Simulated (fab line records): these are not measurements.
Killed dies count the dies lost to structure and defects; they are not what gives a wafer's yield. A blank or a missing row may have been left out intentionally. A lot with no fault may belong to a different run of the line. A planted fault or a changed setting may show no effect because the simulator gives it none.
Matching of chambers | flow nandHarc | 4 sister chambers for NHARC_P_GATE_STRIP_101 on rieDiel-02
The step strips in O2, time 20 s. 8 wafers are shown with their chamber, then 9 later ones without.

WAFERS WITH THEIR CHAMBER
wafer  | chamber | showerheadPlenumPTorr (Torr) | drypumpMotorCurrentA (A)
L074.5 | 1       | 3.70                         | 5.6
L078.4 | 3       | 3.37                         | 5.6
L079.2 | 0       | 3.49                         | 5.1
L079.4 | 2       | 3.61                         | 6.1
L079.6 | 3       | 3.37                         | 5.7
L083.2 | 0       | 3.48                         | 5.1
L083.3 | 1       | 3.69                         | 5.6
L083.4 | 2       | 3.61                         | 6.1

WAFERS WITH NO CHAMBER GIVEN
wafer  | showerheadPlenumPTorr (Torr) | drypumpMotorCurrentA (A)
L091.2 | 3.36                         | 5.6
L091.3 | 3.61                         | 6.1
L091.4 | 3.69                         | 5.6
L093.2 | 3.69                         | 5.6
L093.3 | 3.61                         | 6.1
L093.6 | 3.69                         | 5.6
L097.2 | 3.60                         | 6.1
L097.4 | 3.69                         | 5.6
L097.5 | 3.36                         | 5.6

THE CHAMBER EACH PASSED THROUGH
wafer  | from the rows above | in truth
L091.2 | 3                   | 3
L091.3 | 2                   | 2
L091.4 | 1                   | 1
L093.2 | 1                   | 1
L093.3 | 2                   | 2
L093.6 | 1                   | 1
L097.2 | 2                   | 2
L097.4 | 1                   | 1
L097.5 | 3                   | 3
Placed correctly: 9 of 9. Left unplaced by these rows: 0. Wrongly placed: 0.
How it was worked out, from the rows above alone: a wafer's distance from a chamber is the root of the sum, over the readings, of the square of ((its reading less the chamber's mean) divided by the reading's scatter). If the next closest chamber is less than 2 further off than the closest, the wafer can't be placed; otherwise it belongs to the closest. A chamber's mean is the mean of its shown wafers. The scatter is the square root of a quotient: the sum, over the shown wafers, of each reading's squared deviation from its chamber's mean, divided by wafers minus chambers.
